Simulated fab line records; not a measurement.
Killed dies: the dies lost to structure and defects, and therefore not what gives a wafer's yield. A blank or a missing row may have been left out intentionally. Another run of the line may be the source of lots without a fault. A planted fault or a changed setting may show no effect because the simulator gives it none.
Matching of chambers :: flow n5 finfet :: cvd co-01 running N5_BEOL_M2_PRE_CLEAN_60: 3 sister chambers
The step time 15 s. 54 wafers are shown with their chamber, then 12 later ones without.

WAFERS PAIRED WITH THEIR CHAMBERS
wafer: L074.4
chamber: 2
heater power w (W): 86

wafer: L074.5
chamber: 0
heater power w (W): 97

wafer: L074.6
chamber: 1
heater power w (W): 80

wafer: L075.1
chamber: 0
heater power w (W): 97

wafer: L075.2
chamber: 2
heater power w (W): 84

wafer: L075.4
chamber: 0
heater power w (W): 99

wafer: L076.1
chamber: 2
heater power w (W): 85

wafer: L076.2
chamber: 0
heater power w (W): 99

wafer: L076.3
chamber: 1
heater power w (W): 80

wafer: L076.4
chamber: 1
heater power w (W): 82

wafer: L076.5
chamber: 0
heater power w (W): 96

wafer: L076.6
chamber: 2
heater power w (W): 87

wafer: L077.1
chamber: 0
heater power w (W): 97

wafer: L077.2
chamber: 2
heater power w (W): 86

wafer: L077.3
chamber: 1
heater power w (W): 80

wafer: L077.4
chamber: 0
heater power w (W): 98

wafer: L077.5
chamber: 2
heater power w (W): 83

wafer: L077.6
chamber: 1
heater power w (W): 83

wafer: L078.2
chamber: 0
heater power w (W): 99

wafer: L078.4
chamber: 0
heater power w (W): 97

wafer: L078.5
chamber: 2
heater power w (W): 86

wafer: L080.1
chamber: 0
heater power w (W): 96

wafer: L080.2
chamber: 2
heater power w (W): 88

wafer: L080.6
chamber: 1
heater power w (W): 80

wafer: L082.2
chamber: 0
heater power w (W): 99

wafer: L082.3
chamber: 2
heater power w (W): 84

wafer: L082.4
chamber: 2
heater power w (W): 85

wafer: L083.1
chamber: 0
heater power w (W): 100

wafer: L083.4
chamber: 0
heater power w (W): 96

wafer: L083.6
chamber: 2
heater power w (W): 84

wafer: L084.3
chamber: 2
heater power w (W): 88

wafer: L084.5
chamber: 1
heater power w (W): 82

wafer: L084.6
chamber: 2
heater power w (W): 85

wafer: L085.1
chamber: 0
heater power w (W): 99

wafer: L085.2
chamber: 2
heater power w (W): 88

wafer: L085.3
chamber: 1
heater power w (W): 81

wafer: L085.4
chamber: 2
heater power w (W): 86

wafer: L085.5
chamber: 1
heater power w (W): 83

wafer: L085.6
chamber: 0
heater power w (W): 100

wafer: L086.1
chamber: 2
heater power w (W): 87

wafer: L086.4
chamber: 0
heater power w (W): 101

wafer: L086.5
chamber: 1
heater power w (W): 81

wafer: L088.2
chamber: 1
heater power w (W): 84

wafer: L088.4
chamber: 0
heater power w (W): 99

wafer: L088.6
chamber: 2
heater power w (W): 87

wafer: L089.1
chamber: 1
heater power w (W): 80

wafer: L089.4
chamber: 1
heater power w (W): 80

wafer: L089.6
chamber: 0
heater power w (W): 97

wafer: L091.4
chamber: 1
heater power w (W): 80

wafer: L091.5
chamber: 2
heater power w (W): 85

wafer: L091.6
chamber: 0
heater power w (W): 97

wafer: L092.1
chamber: 0
heater power w (W): 100

wafer: L092.2
chamber: 2
heater power w (W): 83

wafer: L092.5
chamber: 0
heater power w (W): 100

SIGNATURES (averages over the wafers above)
reading: heater power w
chamber 0: 98.24
chamber 1: 81.14
chamber 2: 85.63
scatter within a chamber: 1.53
Rule: distance of a wafer from a chamber = root of the sum over the readings of ((wafer's reading minus chamber's mean) / reading's scatter) squared. If the next closest chamber is less than 2 further off than the closest, the wafer can't be placed; otherwise it belongs to the closest. The scatter: take each reading less its chamber's mean, square it, sum over the shown wafers, divide by the number of wafers less the number of chambers, and take the root.

WAFERS MISSING THEIR CHAMBER
wafer: L095.1
heater power w (W): 100

wafer: L095.2
heater power w (W): 87

wafer: L095.3
heater power w (W): 85

wafer: L095.4
heater power w (W): 85

wafer: L095.5
heater power w (W): 83

wafer: L095.6
heater power w (W): 98

wafer: L094.2
heater power w (W): 82

wafer: L094.4
heater power w (W): 85

wafer: L094.5
heater power w (W): 100

wafer: L097.3
heater power w (W): 97

wafer: L097.4
heater power w (W): 84

wafer: L097.5
heater power w (W): 95

THE CHAMBER EACH PASSED THROUGH
wafer: L095.1
from the rows above: 0
in truth: 0

wafer: L095.2
from the rows above: 2
in truth: 2

wafer: L095.3
from the rows above: 2
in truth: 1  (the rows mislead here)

wafer: L095.4
from the rows above: 2
in truth: 2

wafer: L095.5
from the rows above: can't be placed: 1 or 2
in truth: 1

wafer: L095.6
from the rows above: 0
in truth: 0

wafer: L094.2
from the rows above: can't be placed: 1 or 2
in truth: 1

wafer: L094.4
from the rows above: 2
in truth: 2

wafer: L094.5
from the rows above: 0
in truth: 0

wafer: L097.3
from the rows above: 0
in truth: 0

wafer: L097.4
from the rows above: can't be placed: 2 or 1
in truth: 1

wafer: L097.5
from the rows above: 0
in truth: 0
8 of 12 placed correctly. Can't be placed from these rows: 3 (the true chamber is among the candidates in 3). Number placed wrongly: 1.
